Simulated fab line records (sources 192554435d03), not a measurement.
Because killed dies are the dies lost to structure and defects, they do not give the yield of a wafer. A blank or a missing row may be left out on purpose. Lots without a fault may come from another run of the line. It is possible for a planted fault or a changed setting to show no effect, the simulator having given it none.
fab line records | flow n5Finfet
[record] lots = 7 | wafers = 21
route steps=1938 shown BEOL_M13@1682 BEOL_M15@1773 TV_OPEN@1888 PASSIVATION@1910
startH: the number of hours between the record's first day and the start of the first shown wafer of the lot | waitH: hours elapsed since this lot's preceding step | " the same as in the row above | L1.1+2: a single row standing in for several wafers | - either no value or no given start | * or withheld: withheld | < > ~ a bound
route shown NAME@n: NAME is a module with steps in the file, n the number in the route of the first one | usual: average and standard deviation across the fault-free wafers | same: alike in all rows | chamber/n: place in a boat | sites: readings site by site | _std_site: their standard deviation | _edge_site: inner sites' mean taken away from outer sites' mean | radiusMm: for every site, how far away it sits from the centre of the wafer | mask NAME#n: copy n | behind: the tool/chamber that last shaped the wafer | hold: what put the lot on hold/how long, in hours/how the hold closed | device: whichever transistor did not switch (one of n, p or np) | end of line: the same wafers' tests at the end of the route | a step without rows: its recipe alone | killed: count of dies lost to structure and defects at first sort (not the wafer's yield) | map: per-die view of a wafer (x killed, . not killed, _ where there is no die)
set.NAME: the setting that was run; set.NAME@STEP: the one run at that earlier step | model.NAME: the simulator's own value behind a step, which no gauge read
lots with deliberately changed settings; one table per step, one row per wafer
[[steps]]
[step N5_BEOL_M13_COAT_22]
[recipe] spinRpm = 2888 | resistThkNm = 300
lot.wafer | tool          | chamber | startH | waitH | set.spinRpm | model.coat_of_BEOL_M13_COAT_22.thkNm
L074.2    | lithoTrack-02 | 0       | -      | -     | 2888        | 300.2
L074.4    | "             | 0       | "      | "     | 2888        | 300.4
L074.6    | "             | 0       | "      | "     | 2888        | 300.8
L075.2    | lithoTrack-05 | 0       | -      | -     | 2888        | 299.4
L075.5    | "             | 0       | "      | "     | 2888        | 300.6
L075.6    | "             | 0       | "      | "     | 2888        | 300.2
L080.1    | lithoTrack-02 | 0       | -      | -     | 2598        | 314
L080.4    | "             | 0       | "      | "     | 2888        | 299
L080.5    | "             | 0       | "      | "     | 2598        | 315.6
L086.2    | lithoTrack-02 | 0       | -      | -     | 2888        | 299.6
L086.4    | "             | 0       | "      | "     | 2888        | 298.2
L086.5    | "             | 0       | "      | "     | 2888        | 299.2
L087.1    | lithoTrack-03 | 0       | -      | -     | 2888        | 299.4
L087.2    | "             | 0       | "      | "     | 2608        | 315.8
L087.6    | "             | 0       | "      | "     | 2888        | 299.6
L095.1    | lithoTrack-05 | 0       | -      | -     | 2888        | 299.8
L095.2    | "             | 0       | "      | "     | 2655        | 312.2
L095.4    | "             | 0       | "      | "     | 2888        | 299.2
L096.1    | lithoTrack-02 | 0       | -      | -     | 2888        | 299.6
L096.2    | "             | 0       | "      | "     | 2888        | 299.8
L096.4    | "             | 0       | "      | "     | 2888        | 299.2
[step N5_BEOL_M13_EBR_24]
[recipe] solvent = PGMEA | ebrWidthMm = 1.5
[step N5_BEOL_M13_SOFTBAKE_23]
[recipe] tempC = 130 | timeS = 60
[step N5_BEOL_M13_DESCUM_33]
[recipe] chemistry = O2 | timeS = 7.9 | sourcePowerW = 50 | biasPowerW = 20 | pressureMtorr = 20 | rfFrequencyHz = 2.712e+07 | tempC = 40 | o2FlowSccm = 225
[step N5_BEOL_M13_ETCH_67]
[recipe] chemistry = CF4 | target = SiARC | targetDepthA = 1430 | timeS = 238.3 | ionEnergyEv = 80 | pressureMtorr = 40 | sourceW = 545 | biasW = 36 | Ar_flow_sccm = 100 | cf4FlowSccm = 100 | ends = cleared
lot.wafer | tool       | chamber | startH | waitH | set.spinRpm@BEOL_M13_COAT_66 | set.spinRpm@BEOL_M13_COAT_22 | model.coat_of_BEOL_M13_COAT_22.thkNm | model.etch.depthNm
L074.2    | rieDiel-03 | 0       | 231.11 | 0.0   | 1500                         | 2888                         | 211.4                                | 110
L074.4    | "          | 3       | "      | "     | 1500                         | 2888                         | 211.8                                | 110
L074.6    | "          | 2       | "      | "     | 1500                         | 2888                         | 212.2                                | 110.2
L075.2    | rieDiel-03 | 2       | 257.97 | 0.0   | 1500                         | 2888                         | 210.8                                | 110.1
L075.5    | "          | 2       | "      | "     | 1542                         | 2888                         | 213                                  | 108.4
L075.6    | "          | 1       | "      | "     | 1542                         | 2888                         | 212.8                                | 108.1
L080.1    | rieDiel-06 | 3       | 288.85 | 0.0   | 1500                         | 2598                         | 225.2                                | 110.3
L080.4    | "          | 2       | "      | "     | 1564                         | 2888                         | 211.8                                | 107.8
L080.5    | "          | 3       | "      | "     | 1500                         | 2598                         | 226.8                                | 110.3
L086.2    | rieDiel-03 | 0       | 331.32 | 0.0   | 1373                         | 2888                         | 207.6                                | 115.2
L086.4    | "          | 1       | "      | "     | 1373                         | 2888                         | 206.2                                | 115
L086.5    | "          | 1       | "      | "     | 1500                         | 2888                         | 210.6                                | 110
L087.1    | rieDiel-03 | 3       | 336.51 | 0.0   | 1500                         | 2888                         | 210.6                                | 110.1
L087.2    | "          | 2       | "      | "     | 1500                         | 2608                         | 227.2                                | 109.8
L087.6    | "          | 0       | "      | "     | 1500                         | 2888                         | 210.6                                | 110.5
L095.1    | rieDiel-05 | 2       | 380.40 | 0.0   | 1500                         | 2888                         | 210.6                                | 111
L095.2    | "          | 3       | "      | "     | 1446                         | 2655                         | 221.8                                | 112.8
L095.4    | "          | 1       | "      | "     | 1446                         | 2888                         | 208.8                                | 112.8
L096.1    | rieDiel-03 | 3       | 408.31 | 0.0   | 1500                         | 2888                         | 211                                  | 109.7
L096.2    | "          | 1       | "      | "     | 1500                         | 2888                         | 211                                  | 110.1
L096.4    | "          | 3       | "      | "     | 1500                         | 2888                         | 210.2                                | 110.3
[step N5_BEOL_M13_ETCH_68]
[recipe] chemistry = N2/H2 | target = SOC | maskMaterial = SiARC | sourceW = 3000 | biasW = 350 | tempC = 40 | timeS = 355 | ionEnergyEv = 200 | pressureMtorr = 30 | n2FlowSccm = 200 | h2FlowSccm = 200
lot.wafer | tool       | chamber | startH | waitH | set.spinRpm@BEOL_M13_COAT_66 | model.SiARC_of_BEOL_M13_COAT_66.thkNm
L074.2    | rieDiel-03 | 0       | 231.25 | 0.1   | 1500                         | 76.8
L074.4    | "          | 3       | "      | "     | 1500                         | 77.6
L074.6    | "          | 2       | "      | "     | 1500                         | 77.8
L075.2    | rieDiel-03 | 2       | 258.12 | 0.1   | 1500                         | 77.6
L075.5    | "          | 2       | "      | "     | 1542                         | 75.8
L075.6    | "          | 1       | "      | "     | 1542                         | 75
L080.1+5  | rieDiel-06 | 3       | 289.00 | 0.1   | 1500                         | 76.2
L080.4    | "          | 2       | "      | "     | 1564                         | 74
L086.2    | rieDiel-03 | 0       | 331.47 | 0.1   | 1373                         | 82.2
L086.4    | "          | 1       | "      | "     | 1373                         | 82.6
L086.5    | "          | 1       | "      | "     | 1500                         | 77.2
L087.1    | rieDiel-03 | 3       | 336.65 | 0.1   | 1500                         | 77.4
L087.2+6  | "          | 2,0     | "      | "     | 1500                         | 77.6
L095.1    | rieDiel-05 | 2       | 380.55 | 0.1   | 1500                         | 78
L095.2    | "          | 3       | "      | "     | 1446                         | 80.8
L095.4    | "          | 1       | "      | "     | 1446                         | 80.4
L096.1    | rieDiel-03 | 3       | 408.45 | 0.1   | 1500                         | 77.4
L096.2    | "          | 1       | "      | "     | 1500                         | 77.6
L096.4    | "          | 3       | "      | "     | 1500                         | 77.8
[step N5_BEOL_M15_ILD_DEP_00]
[recipe] material = SiO2 | targetThkA = 16293 | tempC = 400 | precursor = TEOS/O2 | pressureTorr = 6.5 | rfW = 900 | teosFlowSccm = 161.4 | gas = O2 | flowSccm = 2650 | timeS = 346.1
lot.wafer | tool     | chamber | startH | waitH | set.timeS | model.SiO2_of_BEOL_M15_ILD_DEP_00.thkNm
L074.2    | pecvd-04 | 2       | 241.24 | 0.0   | 346.1     | 1612
L074.4    | "        | 1       | "      | "     | 346.1     | 1648
L074.6    | "        | 2       | "      | "     | 346.1     | 1623
L075.2    | pecvd-04 | 1       | 269.34 | 0.0   | 346.1     | 1614
L075.5    | "        | 1       | "      | "     | 346.1     | 1652
L075.6    | "        | 2       | "      | "     | 346.1     | 1639
L080.1    | pecvd-01 | 1       | 299.63 | 0.0   | 304.6     | 1431
L080.4    | "        | 1       | "      | "     | 304.6     | 1444
L080.5    | "        | 2       | "      | "     | 346.1     | 1640
L086.2    | pecvd-04 | 1       | 338.97 | 0.0   | 346.1     | 1622
L086.4    | "        | 1       | "      | "     | 396.3     | 1881
L086.5    | "        | 0       | "      | "     | 396.3     | 1886
L087.1    | pecvd-04 | 1       | 344.21 | 0.0   | 330.9     | 1551
L087.2    | "        | 0       | "      | "     | 346.1     | 1626
L087.6    | "        | 1       | "      | "     | 346.1     | 1645
L095.1    | pecvd-01 | 1       | 389.89 | 0.0   | 346.1     | 1595
L095.2    | "        | 0       | "      | "     | 308.2     | 1447
L095.4    | "        | 2       | "      | "     | 346.1     | 1628
L096.1    | pecvd-03 | 1       | 419.65 | 0.0   | 346.1     | 1609
L096.2    | "        | 0       | "      | "     | 372.5     | 1757
L096.4    | "        | 0       | "      | "     | 346.1     | 1659
[step N5_BEOL_M15_THK_MEAS_01]
[recipe] reads = SiO2_of_BEOL_M15_ILD_DEP_00
[usual] M15_ILD_THK = 1632/18
lot.wafer | tool         | chamber | startH | waitH | set.timeS@BEOL_M15_ILD_DEP_00 | M15_ILD_THK[nm]
L074.2    | filmMetro-01 | -       | 241.49 | 0.1   | 346.1                         | 1612
L074.4    | "            | -       | "      | "     | 346.1                         | 1647
L074.6    | "            | -       | "      | "     | 346.1                         | 1624
L075.2    | filmMetro-02 | -       | 269.59 | 0.1   | 346.1                         | 1612
L075.5    | "            | -       | "      | "     | 346.1                         | 1652
L075.6    | "            | -       | "      | "     | 346.1                         | 1638
L080.1    | filmMetro-01 | -       | 299.88 | 0.1   | 304.6                         | 1431
L080.4    | "            | -       | "      | "     | 304.6                         | 1444
L080.5    | "            | -       | "      | "     | 346.1                         | 1640
L086.2    | filmMetro-01 | -       | 339.22 | 0.1   | 346.1                         | 1622
L086.4    | "            | -       | "      | "     | 396.3                         | 1880
L086.5    | "            | -       | "      | "     | 396.3                         | 1886
L087.1    | filmMetro-01 | -       | 344.46 | 0.1   | 330.9                         | 1553
L087.2    | "            | -       | "      | "     | 346.1                         | 1625
L087.6    | "            | -       | "      | "     | 346.1                         | 1646
L095.1    | filmMetro-02 | -       | 390.14 | 0.1   | 346.1                         | 1594
L095.2    | "            | -       | "      | "     | 308.2                         | 1448
L095.4    | "            | -       | "      | "     | 346.1                         | 1627
L096.1    | filmMetro-02 | -       | 419.90 | 0.1   | 346.1                         | 1610
L096.2    | "            | -       | "      | "     | 372.5                         | 1758
L096.4    | "            | -       | "      | "     | 346.1                         | 1658
[step N5_BEOL_M15_COAT_04]
[recipe] spinRpm = 1704 | resistThkNm = 800
lot.wafer | tool          | chamber | startH | waitH | set.spinRpm | model.coat_of_BEOL_M15_COAT_04.thkNm
L074.2    | lithoTrack-04 | 0       | -      | -     | 1704        | 800.2
L074.4    | "             | 0       | "      | "     | 1704        | 800.6
L074.6    | "             | 0       | "      | "     | 1704        | 800.4
L075.2    | lithoTrack-02 | 0       | -      | -     | 1704        | 801
L075.5    | "             | 0       | "      | "     | 1858        | 766.4
L075.6    | "             | 0       | "      | "     | 1704        | 799.4
L080.1    | lithoTrack-05 | 0       | -      | -     | 1704        | 798
L080.4    | "             | 0       | "      | "     | 1704        | 796.8
L080.5    | "             | 0       | "      | "     | 1704        | 798.6
L086.2    | lithoTrack-04 | 0       | -      | -     | 1878        | 764.2
L086.4    | "             | 0       | "      | "     | 1878        | 762.4
L086.5    | "             | 0       | "      | "     | 1704        | 801
L087.1    | lithoTrack-02 | 0       | -      | -     | 1704        | 802.2
L087.2    | "             | 0       | "      | "     | 1704        | 801
L087.6    | "             | 0       | "      | "     | 1704        | 800.8
L095.1    | lithoTrack-05 | 0       | -      | -     | 1704        | 798
L095.2    | "             | 0       | "      | "     | 1704        | 798.6
L095.4    | "             | 0       | "      | "     | 1704        | 796.4
L096.1    | lithoTrack-02 | 0       | -      | -     | 1704        | 797.4
L096.2    | "             | 0       | "      | "     | 1619        | 818.2
L096.4    | "             | 0       | "      | "     | 1704        | 797.6
[step N5_BEOL_M15_EBR_06]
[recipe] solvent = PGMEA | ebrWidthMm = 1.5
[step N5_BEOL_M15_SOFTBAKE_05]
[recipe] tempC = 130 | timeS = 60
[step N5_BEOL_M15_DESCUM_15]
[recipe] chemistry = O2 | timeS = 7.9 | sourcePowerW = 50 | biasPowerW = 20 | pressureMtorr = 20 | rfFrequencyHz = 2.712e+07 | tempC = 40 | o2FlowSccm = 225
[step N5_BEOL_M15_ETCH_59]
[recipe] chemistry = N2/H2 | target = BARC | targetDepthA = 890 | overetchA = 267 | timeS = 67.9 | ionEnergyEv = 200 | pressureMtorr = 30 | sourceW = 840 | biasW = 150 | n2FlowSccm = 200 | h2FlowSccm = 200
[step N5_BEOL_M15_VIA_ETCH_16]
[recipe] chemistry = C4F8/O2/Ar | target = SiO2 | heInnerTorr = 15 | heOuterTorr = 30 | targetDepthA = 17922 | timeS = withheld | ionEnergyEv = 800 | pressureMtorr = 20 | sourceW = 1905 | biasW = 2040 | Ar_flow_sccm = 400 | C4F8_flow_sccm = 16 | O2_flow_sccm = 12 | ends = cleared
lot.wafer | tool       | chamber | startH | waitH | set.timeS@BEOL_M15_ILD_DEP_00 | model.etch.depthNm
L074.2    | rieDiel-03 | 1       | 242.09 | 0.0   | *                             | 1612
L074.4    | "          | 0       | "      | "     | *                             | 1648
L074.6    | "          | 3       | "      | "     | *                             | 1623
L075.2    | rieDiel-06 | 0       | 270.07 | 0.0   | *                             | 1614
L075.5    | "          | 0       | "      | "     | *                             | 1652
L075.6    | "          | 3       | "      | "     | *                             | 1639
L080.1    | rieDiel-03 | 2       | 300.36 | 0.0   | *                             | 1431
L080.4    | "          | 3       | "      | "     | *                             | 1444
L080.5    | "          | 2       | "      | "     | *                             | 1640
L086.2    | rieDiel-03 | 0       | 339.69 | 0.0   | *                             | 1622
L086.4    | "          | 3       | "      | "     | *                             | 1881
L086.5    | "          | 1       | "      | "     | *                             | 1886
L087.1    | rieDiel-03 | 2       | 345.07 | 0.0   | *                             | 1551
L087.2    | "          | 1       | "      | "     | *                             | 1626
L087.6    | "          | 3       | "      | "     | *                             | 1645
L095.1    | rieDiel-05 | 0       | 390.61 | 0.0   | *                             | 1595
L095.2    | "          | 2       | "      | "     | *                             | 1447
L095.4    | "          | 2       | "      | "     | *                             | 1628
L096.1    | rieDiel-03 | 1       | 420.52 | 0.0   | *                             | 1609
L096.2    | "          | 3       | "      | "     | *                             | 1757
L096.4    | "          | 0       | "      | "     | *                             | 1659
[step N5_PASSIVATION_VIA_ETCH_13]
[recipe] chemistry = CHF3/O2 | target = SiO2 | targetDepthA = 6600 | CHF3_flow_sccm = 50 | O2_flow_sccm = 5 | Ar_flow_sccm = 200 | timeS = 330 | maskMaterial = PR | pressureMtorr = 30 | sourceW = 650 | biasW = 170 | ionEnergyEv = 200 | ends = cleared
[usual] rfVppV = 524/5.7
lot.wafer | tool       | chamber | startH | waitH | set.biasW | rfVppV
L074.2    | rieDiel-05 | 0       | 258.18 | 0.0   | 170       | 518
L074.4    | "          | 3       | "      | "     | 170       | 534
L074.6    | "          | 2       | "      | "     | 170       | 522
L075.2    | rieDiel-03 | 3       | 281.77 | 0.0   | 170       | 516
L075.5    | "          | 3       | "      | "     | 170       | 517
L075.6    | "          | 0       | "      | "     | 170       | 519
L080.1    | rieDiel-03 | 1       | 311.68 | 0.0   | 187.1     | 569
L080.4    | "          | 0       | "      | "     | 170       | 518
L080.5    | "          | 0       | "      | "     | 187.1     | 563
L086.2    | rieDiel-03 | 1       | 351.55 | 0.0   | 170       | 527
L086.4    | "          | 3       | "      | "     | 170       | 518
L086.5    | "          | 2       | "      | "     | 170       | 527
L087.1    | rieDiel-06 | 3       | 365.33 | 0.0   | 170       | 520
L087.2    | "          | 1       | "      | "     | 170       | 526
L087.6    | "          | 3       | "      | "     | 170       | 520
L095.1    | rieDiel-06 | 3       | 403.33 | 0.0   | 170       | 522
L095.2    | "          | 1       | "      | "     | 170       | 526
L095.4    | "          | 0       | "      | "     | 170       | 519
L096.1    | rieDiel-06 | 1       | 437.34 | 0.0   | 197.7     | 595
L096.2    | "          | 0       | "      | "     | 197.7     | 584
L096.4    | "          | 2       | "      | "     | 170       | 522
[step N5_PASSIVATION_ETCH_59]
[recipe] chemistry = Cl2/BCl3 | target = TaN | targetDepthA = 650 | timeS = 34.9 | ionEnergyEv = 100 | pressureMtorr = 10 | icpW = 900 | biasW = 100 | Cl2_flow_sccm = 60 | bcl3FlowSccm = 30
lot.wafer | tool        | chamber | startH | waitH | set.timeS | model.etch.depthNm
L074.2    | rieMetal-03 | 1       | 261.89 | 0.3   | 34.9      | 65.57
L074.4    | "           | 1       | "      | "     | 34.9      | 65.55
L074.6    | "           | 0       | "      | "     | 34.9      | 64.08
L075.2    | rieMetal-02 | 1       | 283.89 | 0.3   | 29.35     | 54.56
L075.5    | "           | 0       | "      | "     | 29.35     | 54.33
L075.6    | "           | 1       | "      | "     | 34.9      | 64.86
L080.1    | rieMetal-02 | 1       | 315.51 | 0.3   | 31.06     | 58.22
L080.4    | "           | 0       | "      | "     | 31.06     | 57.98
L080.5    | "           | 0       | "      | "     | 31.06     | 58.13
L086.2    | rieMetal-02 | 0       | 353.62 | 0.3   | 34.9      | 65.08
L086.4    | "           | 1       | "      | "     | 37.17     | 68.91
L086.5    | "           | 1       | "      | "     | 37.17     | 68.8
L087.1    | rieMetal-01 | 1       | 367.53 | 0.3   | 34.9      | 65.87
L087.2    | "           | 0       | "      | "     | 34.9      | 65.79
L087.6    | "           | 1       | "      | "     | 29.12     | 54.92
L095.1    | rieMetal-01 | 1       | 405.42 | 0.3   | 37        | 69.21
L095.2    | "           | 0       | "      | "     | 34.9      | 65.2
L095.4    | "           | 1       | "      | "     | 37        | 69.33
L096.1    | rieMetal-02 | 1       | 441.63 | 0.3   | 34.9      | 65.46
L096.2    | "           | 0       | "      | "     | 34.9      | 65.71
L096.4    | "           | 0       | "      | "     | 31.2      | 58.57
[step N5_PASSIVATION_PECVD_53]
[recipe] material = SiO2 | targetThkA = 8000 | tempC = 400 | precursor = TEOS/O2 | pressureTorr = 6.5 | rfW = withheld | teosFlowSccm = withheld | gas = O2 | flowSccm = 2650 | timeS = 169.4
lot.wafer | tool     | chamber | startH | waitH | set.timeS | model.SiO2_of_PASSIVATION_PECVD_53.thkNm
L074.2    | pecvd-03 | 0       | 262.51 | 0.0   | 169.4     | 786.8
L074.4    | "        | 2       | "      | "     | 169.4     | 799.8
L074.6    | "        | 1       | "      | "     | 169.4     | 809.8
L075.2    | pecvd-01 | 1       | 284.51 | 0.0   | 169.4     | 803.4
L075.5    | "        | 0       | "      | "     | 153.6     | 746.6
L075.6    | "        | 2       | "      | "     | 169.4     | 810.2
L080.1    | pecvd-01 | 0       | 316.16 | 0.0   | 169.4     | 787
L080.4    | "        | 2       | "      | "     | 149.1     | 689
L080.5    | "        | 0       | "      | "     | 149.1     | 712.8
L086.2    | pecvd-03 | 0       | 354.24 | 0.0   | 181.2     | 855.6
L086.4    | "        | 1       | "      | "     | 169.4     | 810.2
L086.5    | "        | 2       | "      | "     | 169.4     | 806.8
L087.1    | pecvd-01 | 2       | 368.16 | 0.0   | 169.4     | 774.4
L087.2    | "        | 1       | "      | "     | 169.4     | 783.2
L087.6    | "        | 0       | "      | "     | 169.4     | 804.2
L095.1    | pecvd-01 | 1       | 406.03 | 0.0   | 169.4     | 783.6
L095.2    | "        | 2       | "      | "     | 169.4     | 797.8
L095.4    | "        | 0       | "      | "     | 169.4     | 815.2
L096.1    | pecvd-01 | 0       | 442.74 | 0.0   | 169.4     | 787.2
L096.2    | "        | 2       | "      | "     | 153.5     | 708.2
L096.4    | "        | 2       | "      | "     | 153.5     | 731.4
[[key]]
[split] step = N5_BEOL_M13_COAT_22 | setting = spinRpm | stated = 2888 | by = wafer
[response] step = N5_BEOL_M13_COAT_22 | reading = model.coat_of_BEOL_M13_COAT_22.thkNm | change = -1.61 | per = 1% | r = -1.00
[response] step = N5_BEOL_M13_ETCH_67 | reading = model.coat_of_BEOL_M13_COAT_22.thkNm | change = -1.54 | per = 1% | r = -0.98
[split] step = N5_BEOL_M15_ILD_DEP_00 | setting = timeS | stated = 346.1 | by = wafer
[response] step = N5_BEOL_M15_ILD_DEP_00 | reading = model.SiO2_of_BEOL_M15_ILD_DEP_00.thkNm | change = +16.9 | per = 1% | r = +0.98
[response] step = N5_BEOL_M15_THK_MEAS_01 | reading = M15_ILD_THK | change = +16.9 | per = 1% | r = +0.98
[response] step = N5_BEOL_M15_VIA_ETCH_16 | reading = model.etch.depthNm | change = +16.9 | per = 1% | r = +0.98
[split] step = N5_BEOL_M15_COAT_04 | setting = spinRpm | stated = 1704 | by = wafer
[response] step = N5_BEOL_M15_COAT_04 | reading = model.coat_of_BEOL_M15_COAT_04.thkNm | change = -3.76 | per = 1% | r = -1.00
[split] step = N5_PASSIVATION_VIA_ETCH_13 | setting = biasW | stated = 170 | by = wafer
[response] step = N5_PASSIVATION_VIA_ETCH_13 | reading = rfVppV | change = +4.33 | per = 1% | r = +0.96
[split] step = N5_PASSIVATION_ETCH_59 | setting = timeS | stated = 34.9 | by = wafer
[response] step = N5_PASSIVATION_ETCH_59 | reading = model.etch.depthNm | change = +0.654 | per = 1% | r = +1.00
[split] step = N5_PASSIVATION_PECVD_53 | setting = timeS | stated = 169.4 | by = wafer
[response] step = N5_PASSIVATION_PECVD_53 | reading = model.SiO2_of_PASSIVATION_PECVD_53.thkNm | change = +6.95 | per = 1% | r = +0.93
split outsideThisFile step=N5_BEOL_M13_COAT_66 setting=spinRpm
// split outsideThisFile: this setting was split too, and the file shows its column; the key of that split is in another file
